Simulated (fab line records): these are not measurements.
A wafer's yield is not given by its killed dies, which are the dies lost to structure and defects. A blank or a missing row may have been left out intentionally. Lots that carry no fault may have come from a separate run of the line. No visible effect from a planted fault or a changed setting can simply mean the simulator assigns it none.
Which tool was responsible? / flow n5 finfet / 11 lots with 33 wafers sampled at 7 steps, on a route of 1938 steps

WHAT EACH GAUGE READ, for each wafer
N5_BEOL_M5_RS_MEAS_57: uses a four-point probe to measure. Usual: M5_RS typically reads 0.386 ohm/sq, with standard deviation 0.013.
lot=L927; measured=day 8 22:28; on=film metro-01; M5_RS (ohm/sq)=0.395 0.382 0.390; flag=
lot=L926; measured=day 9 06:44; on=film metro-01; M5_RS (ohm/sq)=0.392 0.383 0.395; flag=
lot=L928; measured=day 9 10:41; on=film metro-02; M5_RS (ohm/sq)=0.376 0.384 0.370; flag=
lot=L929; measured=day 9 14:42; on=film metro-02; M5_RS (ohm/sq)=0.389 0.385 0.399; flag=
lot=L931; measured=day 10 03:59; on=film metro-02; M5_RS (ohm/sq)=0.370 0.372 0.383; flag=
lot=L933; measured=day 11 02:17; on=film metro-01; M5_RS (ohm/sq)=0.383 0.369 0.378; flag=
lot=L937; measured=day 12 04:16; on=film metro-01; M5_RS (ohm/sq)=0.408 0.394 0.386; flag=
lot=L942; measured=day 12 07:38; on=film metro-01; M5_RS (ohm/sq)=0.404 0.396 0.404; flag=
lot=L940; measured=day 12 14:14; on=film metro-02; M5_RS (ohm/sq)=0.367 0.376 0.379; flag=
lot=L945; measured=day 13 14:40; on=film metro-01; M5_RS (ohm/sq)=0.375 0.375 0.367; flag=
lot=L947; measured=day 14 10:58; on=film metro-01; M5_RS (ohm/sq)=0.407 0.393 0.392; flag=

N5_BEOL_M5_INSPECT_58: inspects for defects (darkfield). Usual: raw defect count reads 67 (standard deviation 19).
lot=L927; measured=day 8 22:29; on=defect inspect-02; raw defect count=53 45 54; flag=
lot=L926; measured=day 9 06:46; on=defect inspect-02; raw defect count=104 58 105; flag=
lot=L928; measured=day 9 10:43; on=defect inspect-02; raw defect count=61 79 45; flag=
lot=L929; measured=day 9 14:43; on=defect inspect-02; raw defect count=73 74 62; flag=
lot=L931; measured=day 10 04:15; on=defect inspect-02; raw defect count=68 65 64; flag=
lot=L933; measured=day 11 02:19; on=defect inspect-02; raw defect count=101 27 66; flag=
lot=L937; measured=day 12 04:18; on=defect inspect-01; raw defect count=89 62 83; flag=
lot=L942; measured=day 12 07:40; on=defect inspect-01; raw defect count=55 100 83; flag=
lot=L940; measured=day 12 14:16; on=defect inspect-01; raw defect count=325 77 320; flag=OFF
lot=L945; measured=day 13 14:42; on=defect inspect-01; raw defect count=68 62 32; flag=
lot=L947; measured=day 14 10:59; on=defect inspect-02; raw defect count=70 59 44; flag=

N5_BEOL_M6_THK_MEAS_01. Usual: M6_ILD_THK typically reads 154.4 nm, with standard deviation 2.1.
lot=L927; measured=day 8 23:06; on=film metro-02; M6_ILD_THK (nm)=154.2 152.5 155.1; flag=
lot=L926; measured=day 9 07:23; on=film metro-01; M6_ILD_THK (nm)=149.5 151.4 153.8; flag=
lot=L928; measured=day 9 11:20; on=film metro-01; M6_ILD_THK (nm)=152.7 150.6 153.8; flag=
lot=L929; measured=day 9 15:50; on=film metro-01; M6_ILD_THK (nm)=152.5 153.0 153.9; flag=
lot=L931; measured=day 10 04:53; on=film metro-02; M6_ILD_THK (nm)=150.8 152.0 151.9; flag=
lot=L933; measured=day 11 02:55; on=film metro-02; M6_ILD_THK (nm)=153.5 154.7 154.6; flag=
lot=L937; measured=day 12 05:19; on=film metro-02; M6_ILD_THK (nm)=154.1 153.6 154.4; flag=
lot=L942; measured=day 12 08:17; on=film metro-02; M6_ILD_THK (nm)=154.0 154.4 158.0; flag=
lot=L940; measured=day 12 14:56; on=film metro-01; M6_ILD_THK (nm)=152.2 151.4 154.7; flag=
lot=L945; measured=day 13 15:20; on=film metro-02; M6_ILD_THK (nm)=154.4 152.7 156.8; flag=
lot=L947; measured=day 14 11:36; on=film metro-02; M6_ILD_THK (nm)=153.2 154.8 154.2; flag=

N5_BEOL_M6_INSPECT_13: inspects for defects (brightfield). Usual: raw defect count reads 378 (standard deviation 82).
lot=L927; measured=day 9 00:44; on=defect inspect-02; raw defect count=449 194 310; flag=
lot=L926; measured=day 9 10:07; on=defect inspect-02; raw defect count=522 370 456; flag=
lot=L928; measured=day 9 13:26; on=defect inspect-02; raw defect count=400 510 540; flag=
lot=L929; measured=day 9 18:05; on=defect inspect-02; raw defect count=469 349 540; flag=
lot=L931; measured=day 10 05:41; on=defect inspect-02; raw defect count=315 305 286; flag=
lot=L933; measured=day 11 05:52; on=defect inspect-02; raw defect count=360 248 422; flag=
lot=L937; measured=day 12 07:26; on=defect inspect-02; raw defect count=463 274 322; flag=
lot=L942; measured=day 12 11:04; on=defect inspect-02; raw defect count=356 342 400; flag=
lot=L940; measured=day 12 15:29; on=defect inspect-01; raw defect count=635 427 693; flag=
lot=L945; measured=day 13 16:32; on=defect inspect-02; raw defect count=368 470 308; flag=
lot=L947; measured=day 14 12:56; on=defect inspect-02; raw defect count=394 336 334; flag=

N5_BEOL_M6_INSPECT_30: inspects for defects (brightfield). Usual: raw defect count reads 379 (standard deviation 82).
lot=L927; measured=day 9 03:19; on=defect inspect-02; raw defect count=442 223 297; flag=
lot=L926; measured=day 9 12:49; on=defect inspect-02; raw defect count=509 374 436; flag=
lot=L928; measured=day 9 14:26; on=defect inspect-02; raw defect count=381 503 541; flag=
lot=L929; measured=day 9 20:12; on=defect inspect-02; raw defect count=448 349 527; flag=
lot=L931; measured=day 10 07:22; on=defect inspect-02; raw defect count=323 314 285; flag=
lot=L933; measured=day 11 06:53; on=defect inspect-02; raw defect count=348 258 415; flag=
lot=L937; measured=day 12 10:24; on=defect inspect-01; raw defect count=480 277 350; flag=
lot=L942; measured=day 12 13:15; on=defect inspect-02; raw defect count=364 362 389; flag=
lot=L940; measured=day 12 17:17; on=defect inspect-02; raw defect count=607 422 664; flag=
lot=L945; measured=day 13 17:35; on=defect inspect-01; raw defect count=381 417 300; flag=
lot=L947; measured=day 14 16:52; on=defect inspect-01; raw defect count=409 326 347; flag=

TOOL THAT RAN EACH LOT (tool first, then ch and the chambers of the sampled wafers, then the start)
lot=L927; N5_BEOL_M5_ANNEAL_49=pvd sputter-02, day 8 16:40; N5_BEOL_M5_PRE_CLEAN_77=cvd co-02 ch 0,1,2, day 8 22:14
lot=L926; N5_BEOL_M5_ANNEAL_49=pvd sputter-03, day 9 00:51; N5_BEOL_M5_PRE_CLEAN_77=cvd co-02 ch 1,2, day 9 06:31
lot=L928; N5_BEOL_M5_ANNEAL_49=pvd sputter-01, day 9 05:21; N5_BEOL_M5_PRE_CLEAN_77=cvd co-02 ch 0,1,2, day 9 10:28
lot=L929; N5_BEOL_M5_ANNEAL_49=pvd sputter-03, day 9 09:19; N5_BEOL_M5_PRE_CLEAN_77=cvd co-02 ch 0,1,2, day 9 14:26
lot=L931; N5_BEOL_M5_ANNEAL_49=pvd sputter-03, day 9 22:28; N5_BEOL_M5_PRE_CLEAN_77=cvd co-01 ch 0, day 10 03:42
lot=L933; N5_BEOL_M5_ANNEAL_49=pvd sputter-01, day 10 20:56; N5_BEOL_M5_PRE_CLEAN_77=cvd co-01 ch 0,2, day 11 02:04
lot=L937; N5_BEOL_M5_ANNEAL_49=pvd sputter-01, day 11 19:13; N5_BEOL_M5_PRE_CLEAN_77=cvd co-02 ch 0,2, day 12 04:03
lot=L942; N5_BEOL_M5_ANNEAL_49=pvd sputter-02, day 12 02:17; N5_BEOL_M5_PRE_CLEAN_77=cvd co-02 ch 0,1,2, day 12 07:25
lot=L940; N5_BEOL_M5_ANNEAL_49=pvd sputter-02, day 12 08:55; N5_BEOL_M5_PRE_CLEAN_77=cvd co-01 ch 0,2, day 12 14:01
lot=L945; N5_BEOL_M5_ANNEAL_49=pvd sputter-03, day 13 09:21; N5_BEOL_M5_PRE_CLEAN_77=cvd co-02 ch 0,2, day 13 14:27
lot=L947; N5_BEOL_M5_ANNEAL_49=pvd sputter-01, day 14 05:25; N5_BEOL_M5_PRE_CLEAN_77=cvd co-02 ch 0,1, day 14 10:44
- N5_BEOL_M5_ANNEAL_49: time 1800 s.
- N5_BEOL_M5_PRE_CLEAN_77: time 15 s.

WHAT THE TOOLS THEMSELVES READ (means of the sampled wafers that have a number; where no wafer has one, the mark that the record gives instead)
N5_BEOL_M5_ANNEAL_49. Usual: heater power w reads 802 W (standard deviation 94).
lot=L927; tool=pvd sputter-02; heater power w (W)=752; flag=
lot=L926; tool=pvd sputter-03; heater power w (W)=831; flag=
lot=L928; tool=pvd sputter-01; heater power w (W)=814; flag=
lot=L929; tool=pvd sputter-03; heater power w (W)=787; flag=
lot=L931; tool=pvd sputter-03; heater power w (W)=744; flag=
lot=L933; tool=pvd sputter-01; heater power w (W)=793; flag=
lot=L937; tool=pvd sputter-01; heater power w (W)=818; flag=
lot=L942; tool=pvd sputter-02; heater power w (W)=816; flag=
lot=L940; tool=pvd sputter-02; heater power w (W)=851; flag=
lot=L945; tool=pvd sputter-03; heater power w (W)=731; flag=
lot=L947; tool=pvd sputter-01; heater power w (W)=796; flag=

N5_BEOL_M5_PRE_CLEAN_77. Usual: heater power w reads 81 W (standard deviation 11).
lot=L927; tool=cvd co-02; heater power w (W)=83; flag=
lot=L926; tool=cvd co-02; heater power w (W)=88; flag=
lot=L928; tool=cvd co-02; heater power w (W)=83; flag=
lot=L929; tool=cvd co-02; heater power w (W)=84; flag=
lot=L931; tool=cvd co-01; heater power w (W)=85; flag=
lot=L933; tool=cvd co-01; heater power w (W)=84; flag=
lot=L937; tool=cvd co-02; heater power w (W)=78; flag=
lot=L942; tool=cvd co-02; heater power w (W)=84; flag=
lot=L940; tool=cvd co-01; heater power w (W)=84; flag=
lot=L945; tool=cvd co-02; heater power w (W)=80; flag=
lot=L947; tool=cvd co-02; heater power w (W)=79; flag=

THE ANSWER, worked out from the rows above alone
Rule: a lot is off if the mean of its wafers that have a number lies more than 3 standard deviations from the usual mean. A lot without any number at a reading at which 4 lots or more have one is off too. The other lots that the step has rows for count as sound. The gauges are gone through in route order, then the tools' own readings, and for those a lot's mean is taken as printed above. At the first step where some lot is off, the reading lying furthest off is the one used; lots without a number count as furthest.
Off at N5_BEOL_M5_INSPECT_58 (raw defect count): L940.
If a tool, at a process step before that reading, ran all the lots that are off and no sound lot after the first of them, it fits. The gauges at N5_BEOL_M5_INSPECT_58 are tried like those tools. Can't be told from this: 2 tools fit, pvd sputter-02 at N5_BEOL_M5_ANNEAL_49, cvd co-01 at N5_BEOL_M5_PRE_CLEAN_77.

WHAT THE SIMULATOR HAD PUT IN
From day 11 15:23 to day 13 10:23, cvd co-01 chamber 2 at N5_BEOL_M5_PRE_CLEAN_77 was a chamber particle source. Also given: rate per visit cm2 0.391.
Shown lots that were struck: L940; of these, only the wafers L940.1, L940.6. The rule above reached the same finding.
